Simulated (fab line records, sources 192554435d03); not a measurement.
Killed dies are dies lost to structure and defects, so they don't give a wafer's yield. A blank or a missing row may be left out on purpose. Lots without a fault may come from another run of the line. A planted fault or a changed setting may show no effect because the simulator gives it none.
Split-lot experiment | flow n5_finfet | 7 lots, 21 wafers read, on a route of 1938 steps

THE SPLIT
At N5_BEOL_M4_ETCH_70 (etches SOC in N2/H2, target depth 80 nm, overetch 24 nm, time 130 s), the setting source_w was moved away from the recipe's 840 W on 7 of the 21 wafers read, by -13.7% to +10.0%. The other wafers ran this setting at the recipe's value.

The reading is taken at the split's own step.

THE READING
rf_vpp_V, in V, at N5_BEOL_M4_ETCH_70 (etches SOC in N2/H2, target depth 80 nm, overetch 24 nm, time 130 s). Fault-free wafers of this fab line usually give 523.5 V, standard deviation 2.4 V.

wafer  | tool, chamber at the split | source_w as run, W | against the recipe | rf_vpp_V, V | against lot-mates on the recipe
L074.1 | rie_diel-06, 0             | 759                | -9.6%              | 538.4       | +15.2
L074.3 | rie_diel-06, 3             | 840                | recipe             | 524.7       | -
L074.4 | rie_diel-06, 2             | 840                | recipe             | 521.7       | -
L076.1 | rie_diel-06, 2             | 840                | recipe             | 523.5       | -
L076.2 | rie_diel-06, 1             | 840                | recipe             | 524.3       | -
L076.5 | rie_diel-06, 1             | 840                | recipe             | 524.2       | -
L077.1 | rie_diel-03, 0             | 724.9              | -13.7%             | 549.7       | +24.6
L077.4 | rie_diel-03, 1             | 724.9              | -13.7%             | 551.6       | +26.5
L077.5 | rie_diel-03, 0             | 840                | recipe             | 525.1       | -
L079.2 | rie_diel-06, 1             | 840                | recipe             | 523.4       | -
L079.3 | rie_diel-06, 0             | 794.9              | -5.4%              | 529.7       | +6.3
L079.6 | rie_diel-06, 3             | 794.9              | -5.4%              | 534.8       | +11.4
L084.1 | rie_diel-05, 1             | 840                | recipe             | 527.2       | -
L084.3 | rie_diel-05, 2             | 840                | recipe             | 525.2       | -
L084.4 | rie_diel-05, 3             | 923.8              | +10.0%             | 508.8       | -17.4
L090.1 | rie_diel-05, 1             | 840                | recipe             | 523.2       | -
L090.2 | rie_diel-05, 3             | 840                | recipe             | 524.9       | -
L090.6 | rie_diel-05, 0             | 840                | recipe             | 526.3       | -
L091.1 | rie_diel-03, 1             | 840                | recipe             | 525.5       | -
L091.3 | rie_diel-03, 3             | 801.3              | -4.6%              | 531.2       | +6.6
L091.6 | rie_diel-03, 3             | 840                | recipe             | 523.8       | -

THE FIT
A straight line over all 21 wafers: rf_vpp_V changes by -1.74 V for each +1% of source_w; r = -0.98; the points scatter about the line by 1.9 V.
The same after taking each lot's own level away (the mean of its wafers on the recipe; 21 wafers): -1.78 V for each +1%; r = -0.99; scatter 1.4 V.
On that fit, the largest move of source_w shifts the reading by 24 V.
The lots' own levels span 523.20 to 526.20 V, that is 1.2 times the standard deviation above.
So the lot-to-lot level changes the slope little: the two slopes agree.
Check: with one of the wafers moved furthest among these (-13.7%) left out of the fit, the line predicts +24.1 V for it against its lot-mates. It came out at +24.6 V against them.
Tool readings at the split's step, against how far the setting was moved: rf_vpp_V r = -0.98.

OTHER SPLITS ON THESE WAFERS
These wafers also went through other splits before the reading. Each is held against what the fit with the lots' levels taken away leaves over:
other split on the same wafers     | wafers away from the commonest value | r with rf_vpp_V (lot level and that fit taken away)
N5_BEOL_M1_COAT_61 spin_rpm        | 6                                    | -0.10
N5_BEOL_M2_DESCUM_33 time_s        | 8                                    | +0.06
N5_BEOL_M2_TRENCH_ETCH_37 source_w | 7                                    | +0.39
N5_BEOL_M3_COAT_76 spin_rpm        | 9                                    | +0.06

THE FILE'S OWN FIT
rf_vpp_V changes by -1.74 V for each +1% of source_w, r = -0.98.
